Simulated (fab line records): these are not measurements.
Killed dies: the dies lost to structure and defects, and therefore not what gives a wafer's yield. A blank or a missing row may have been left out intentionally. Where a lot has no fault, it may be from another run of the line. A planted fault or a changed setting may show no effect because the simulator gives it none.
Which tool was responsible? / flow nand harc / 6 lots, 18 wafers sampled, at 2 steps of a route of 1302

## WHAT EACH GAUGE READ, for each wafer
NHARC_THIN_TSV_THK_MEAS_02: measures by ir.
lot=L580; measured=day 24 12:40; on=film metro-02; thk nm (nm)=2857 2689 2582
lot=L581; measured=day 25 14:52; on=film metro-01; thk nm (nm)=3352 2955 2897
lot=L584; measured=day 26 02:54; on=film metro-02; thk nm (nm)=3164 2964 3093
lot=L586; measured=day 27 21:14; on=film metro-02; thk nm (nm)=2923 3148 2865
lot=L591; measured=day 30 00:45; on=film metro-02; thk nm (nm)=2956 2767 2962
lot=L600; measured=day 33 12:23; on=film metro-01; thk nm (nm)=3058 2562 2680

## WHICH TOOL RAN EACH LOT (tool, then ch and the chambers of the sampled wafers, then the start)
lot=L580; NHARC_A_STAIRCASE_ETCH_271=rie diel-13 ch 1,2, day 17 12:32
lot=L581; NHARC_A_STAIRCASE_ETCH_271=rie diel-13 ch 0,1, day 18 04:23
lot=L584; NHARC_A_STAIRCASE_ETCH_271=rie diel-11 ch 0,3, day 18 22:26
lot=L586; NHARC_A_STAIRCASE_ETCH_271=rie diel-13 ch 0,3, day 20 08:46
lot=L591; NHARC_A_STAIRCASE_ETCH_271=rie diel-11 ch 0,1,2, day 22 12:09
lot=L600; NHARC_A_STAIRCASE_ETCH_271=rie diel-13 ch 0,1,3, day 26 02:52
- NHARC_A_STAIRCASE_ETCH_271: etches the open film in CF4/CHF3.

## THE ANSWER, worked out from the rows above alone
Rule: the usual values come from the lots themselves. The widest of any qualifying gaps counts: lots, ordered by their means at a reading, are off when they make up no more than a third of the lots, leave a main group of 4 or more, and stand apart from it by 3 or more times the standard deviation of that group's means. A main group is skipped when, at the precision printed for the reading in the tables above, its means are all equal. Also off: a lot with no number at a reading for which 4 or more lots have one. All remaining lots with rows at the step are treated as sound.
None of the lots is off at any reading shown; this tells nothing.

## WHAT THE SIMULATOR PUT IN
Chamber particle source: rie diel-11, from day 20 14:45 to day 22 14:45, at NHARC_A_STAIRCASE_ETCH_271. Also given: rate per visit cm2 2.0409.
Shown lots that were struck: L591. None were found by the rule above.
